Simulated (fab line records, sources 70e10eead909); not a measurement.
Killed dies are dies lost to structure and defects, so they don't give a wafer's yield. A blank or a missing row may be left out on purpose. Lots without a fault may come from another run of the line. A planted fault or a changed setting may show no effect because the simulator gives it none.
A struck lot beside a sound one | flow nand_harc | 31 steps out of a route of 1302
Sound: wafers L804.1, L804.2, L804.6. Struck: wafer L818.6. (L818.1, L818.4 of the same lot were not struck and are left out.) The cause comes at the end.
At each step with rows: each side's tool, then ch and its chambers, then its first start. Under that, the readings that differ: sound wafers | struck wafers | difference of the means | sigmas: that difference in standard deviations of wafers without a fault.
alike: readings whose means differ by less than 2 such deviations, and words and numbers that are the same on both sides. not compared: withheld readings, readings that some wafer has no value for, bounds like >300 that may hide the same value, and numbers for which the record gives no deviation and whose values overlap.
The two part at a step that has a row with sigmas, a row that says differs or no value, or rows on one side only. Numbers that don't overlap but have no deviation are shown without sigmas and don't part them. A reading that every wafer of one side lacks parts them only if that side has two wafers or more.

first, 1 step without rows for these wafers: NHARC_A_CHANNEL_HOLE_D1_DEVELOP_09 (develop time 35 s).
NHARC_A_CHANNEL_HOLE_D1_CD_MEAS_10: target cd 100 nm.
  sound on cd_sem-02 ch 0, day 9 18:38; struck on cd_sem-01 ch 0, day 15 06:38
  reading    | sound            | struck | difference | sigmas
  cd_nm (nm) | 100.4 99.8 100.0 | 100.8  | +0.7       | +2
NHARC_A_CHANNEL_HOLE_D1_OVL_MEAS_11:
  sound on overlay-01, day 9 18:43; struck on overlay-02, day 15 06:44
  reading           | sound          | struck | difference | sigmas
  overlay_x_nm (nm) | -1.4 -1.1 -0.7 | 1.1    | +2.2       | +3
  alike: overlay_y_nm
NHARC_A_CHANNEL_HOLE_D1_INSPECT_12:
  sound on defect_inspect-02, day 9 18:46; struck on defect_inspect-01, day 15 06:46
  alike: raw_defect_count
then, 1 step without rows for these wafers: NHARC_A_CHANNEL_HOLE_D1_DESCUM_15 (chemistry O2, time 3 s).
NHARC_A_CHANNEL_HOLE_D1_ETCH_38: etches the open film in CF4, target depth 39 nm, time 65 s.
  sound on rie_diel-10 ch 2,3, day 9 18:54; struck on rie_diel-10 ch 3, day 15 06:55
  reading                | sound                | struck | difference | sigmas
  oes_product_au (a.u.)  | 0.997 0.984 1.001    | 1.012  | +0.018     | +2
  throttle_valve_pct (%) | 13.284 13.292 13.299 | 13.272 | -0.020     | -2
  alike: chamber_pressure_mTorr, drypump_motor_current_A, rf_vpp_V, showerhead_plenum_p_Torr
  not compared: rf_hours_counter_h
NHARC_A_CHANNEL_HOLE_D1_ETCH_39: etches the open film in N2/H2, target depth 260 nm, time 325 s.
  sound on rie_diel-10 ch 2,3; struck on rie_diel-10 ch 3
  alike: chamber_pressure_mTorr, drypump_motor_current_A, oes_product_au, rf_vpp_V, showerhead_plenum_p_Torr, throttle_valve_pct
  not compared: rf_hours_counter_h
then, 2 steps without rows for these wafers: NHARC_A_CHANNEL_HOLE_D1_ETCH_34 (etches the open film in CF4/CHF3, target depth 154 nm, time 77 s); NHARC_A_CHANNEL_HOLE_D1_ETCH_16 (etches the open film in O2/COS, target depth 3100 nm, time 806 s).
NHARC_A_CHANNEL_HOLE_D1_CD_MEAS_18:
  sound on cd_sem-01, day 9 19:56; struck on cd_sem-02, day 15 07:58
  alike: cd_nm
then, 2 steps without rows for these wafers: NHARC_A_CHANNEL_HOLE_D1_ETCH_19 (etches the open film in C4F8/O2/Ar, time 34.5 s); NHARC_A_CHANNEL_HOLE_D1_ETCH_20 (etches the open film in C4F8/O2/Ar, time 361.9 s, target depth 1600 nm).
NHARC_A_CHANNEL_HOLE_D1_ETCH_21: etches the open film in C4F8/O2/Ar, time 514.3 s, target depth 1600 nm.
  sound on har_etch-01 ch 0,1, day 9 20:26; struck on har_etch-02 ch 1, day 15 11:00
  reading                | sound                | struck | difference | sigmas
  throttle_valve_pct (%) | 32.158 32.148 32.151 | 32.172 | +0.020     | +2
  alike: chamber_pressure_mTorr, drypump_motor_current_A, he_backside_leak_sccm, showerhead_plenum_p_Torr
  not compared: rf_hours_counter_h
then, 5 steps without rows for these wafers: NHARC_A_CHANNEL_HOLE_D1_ETCH_22 (etches the open film in C4F8/O2/Ar, time 666.7 s, target depth 1600 nm); NHARC_A_CHANNEL_HOLE_D1_ETCH_23 (etches the open film in C4F8/O2/Ar, time 819 s, target depth 1600 nm); NHARC_A_CHANNEL_HOLE_D1_ETCH_24 (etches the open film in C4F8/O2/Ar, time 906.2 s, target depth 1500 nm); NHARC_A_CHANNEL_HOLE_D1_ETCH_25 (etches the open film in C4F8/O2/Ar, time 1040.2 s, target depth 1500 nm); NHARC_A_CHANNEL_HOLE_D1_ETCH_26 (etches the open film in C4F8/O2/Ar, time 224.1 s, target depth 300 nm).
NHARC_A_CHANNEL_HOLE_D1_ETCH_33: etches the open film in C4F8/O2/Ar, time 90 s, target depth 400 nm.
  sound on har_etch-01 ch 0,1, day 10 00:00; struck on har_etch-02 ch 1, day 15 14:33
  alike: chamber_pressure_mTorr, drypump_motor_current_A, he_backside_leak_sccm, showerhead_plenum_p_Torr, throttle_valve_pct
  not compared: rf_hours_counter_h
then, 3 steps without rows for these wafers: NHARC_A_CHANNEL_HOLE_D1_STRIP_41 (strips in N2/H2); NHARC_A_CHANNEL_HOLE_D1_STRIP_42 (strips in CF4/CHF3); NHARC_A_CHANNEL_HOLE_D1_STRIP_43 (strips in O2/COS).
NHARC_A_CHANNEL_HOLE_D1_ETCH_44: etches the open film in CF4/O2, target depth 140 nm, overetch 14 nm, time 77 s.
  sound on rie_diel-12 ch 1,2, day 10 00:45; struck on rie_diel-07 ch 2, day 15 15:18
  alike: chamber_pressure_mTorr, drypump_motor_current_A, oes_ar_750_au, oes_f_703_au, oes_product_au, rf_vpp_V, showerhead_plenum_p_Torr, throttle_valve_pct
  not compared: rf_hours_counter_h
then, 3 steps without rows for these wafers: NHARC_A_CHANNEL_HOLE_D1_STRIP_27 (strips in O2); NHARC_A_CHANNEL_HOLE_D1_PRECLEAN_28 (cleans in SC1); NHARC_A_CHANNEL_HOLE_D1_SRD_29.
NHARC_A_CHANNEL_HOLE_D1_CD_MEAS_30:
  sound on cd_sem-03, day 10 01:32; struck on cd_sem-01, day 15 16:07
  alike: cd_nm
NHARC_A_CHANNEL_HOLE_D1_XSEM_31:
  sound on xsem-02 ch 0, day 10 01:38; struck on xsem-01 ch 0, day 15 16:13
  alike: bot_cd_nm, bow_nm, tilt_deg
NHARC_A_CHANNEL_HOLE_D1_INSPECT_40:
  sound on defect_inspect-02, day 10 01:44; struck on defect_inspect-02, day 15 16:19
  reading          | sound    | struck | difference | sigmas
  raw_defect_count | 53 75 58 | 748    | +686       | +24
then, 1 step without rows for these wafers: NHARC_A_CHANNEL_FILL_D1_PRECLEAN_00 (cleans in SC1).
-- the record jumps here: 16 days lie between the struck wafers' starts before and after (it left off in module A_CHANNEL_FILL_D1 and takes up again in module END, whose first step shown is number 1302 of the route) --
NHARC_END_SORT_01:
  the record has rows for the struck wafers here (prober-01 ch 0, day 31 10:52) and none for the sound ones

WHERE THEY PART
First at NHARC_A_CHANNEL_HOLE_D1_CD_MEAS_10; last, within this record, at NHARC_END_SORT_01.

WHY: what the simulator had put in
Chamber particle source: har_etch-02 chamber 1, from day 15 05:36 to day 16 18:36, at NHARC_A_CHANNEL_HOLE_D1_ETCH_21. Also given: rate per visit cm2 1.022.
